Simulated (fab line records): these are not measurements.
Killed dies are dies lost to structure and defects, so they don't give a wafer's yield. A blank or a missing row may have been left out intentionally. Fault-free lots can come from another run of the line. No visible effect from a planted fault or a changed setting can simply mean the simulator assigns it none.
One fault seen from 2 desks / flow n5Finfet / only its own numbers are on each desk; what lay behind them is given at the end

## AT THE TOOL OWNER'S DESK: cmp-02
The tool's own readings at N5_GATE_CUT_CMP_43 (polishes SiO2): means of the sampled wafers that have a number, for each lot that ran on this tool. Marked OUT: a lot whose mean sits more than 4 standard deviations from the usual mean, which makes it out of limits; the brackets give that distance.
Columns: A = motorCurrentA at N5_GATE_CUT_CMP_43, usual 12.1 A
lot=L804; first seen here=day 6 09:40; A=10.8
lot=L808; first seen here=day 7 19:52; A=10.8
lot=L811; first seen here=day 8 02:50; A=10.9
lot=L814; first seen here=day 8 21:32; A=11.0
Result from this desk: across the 4 lots, nothing is out of limits.

## FROM THE METROLOGY DESK
Means of the sampled wafers that have a number, per lot and without regard to the tool the lot ran on: this is what the gauges read. Marked OUT: a lot whose mean sits more than 4 standard deviations from the usual mean, which makes it out of limits; the brackets give that distance. Readings shown: 7 of its 11, picked as those furthest out on some lot.
Columns: A = GC_FILL_THK at N5_GATE_CUT_THK_MEAS_24, usual 219.4 nm; B = DIBL_N at N5_BEOL_M4_RC_MEAS_101, usual 36.5 mV/V; C = DIBL_P at N5_BEOL_M4_RC_MEAS_101, usual 36.5 mV/V; D = ION_N at N5_BEOL_M4_RC_MEAS_101, usual 672 uA/um; E = ION_P at N5_BEOL_M4_RC_MEAS_101, usual 459 uA/um; F = SS_N at N5_BEOL_M4_RC_MEAS_101, usual 71.6 mV/dec; G = SS_P at N5_BEOL_M4_RC_MEAS_101, usual 73.4 mV/dec
lot=L804; first seen here=day 6 09:38; A=222.4; B=35.3; C=35.5; D=664; E=455; F=71.5; G=73.2
lot=L805; first seen here=day 6 20:17; A=219.7; B=36.7; C=36.1; D=666; E=455; F=71.0; G=73.6
lot=L808; first seen here=day 7 19:46; A=218.6; B=36.2; C=36.6; D=676; E=462; F=70.9; G=73.5
lot=L811; first seen here=day 8 02:34; A=219.4; B=39.0; C=38.6; D=648; E=448; F=73.2; G=73.6
lot=L814; first seen here=day 8 21:31; A=220.5; B=35.2; C=33.5; D=669; E=456; F=71.3; G=72.9
lot=L815; first seen here=day 9 01:43; A=219.9; B=36.3; C=35.0; D=666; E=463; F=71.4; G=73.0
lot=L820; first seen here=day 10 13:38; A=216.7; B=37.8; C=39.6; D=682; E=457; F=71.8; G=74.4
Result from this desk: across the 7 lots, nothing is out of limits.

## BROUGHT TOGETHER
The desk of the tool owner found nothing out of limits.
Metrology desk: nothing out of limits seen.

## WHAT WAS PUT IN BY THE SIMULATOR
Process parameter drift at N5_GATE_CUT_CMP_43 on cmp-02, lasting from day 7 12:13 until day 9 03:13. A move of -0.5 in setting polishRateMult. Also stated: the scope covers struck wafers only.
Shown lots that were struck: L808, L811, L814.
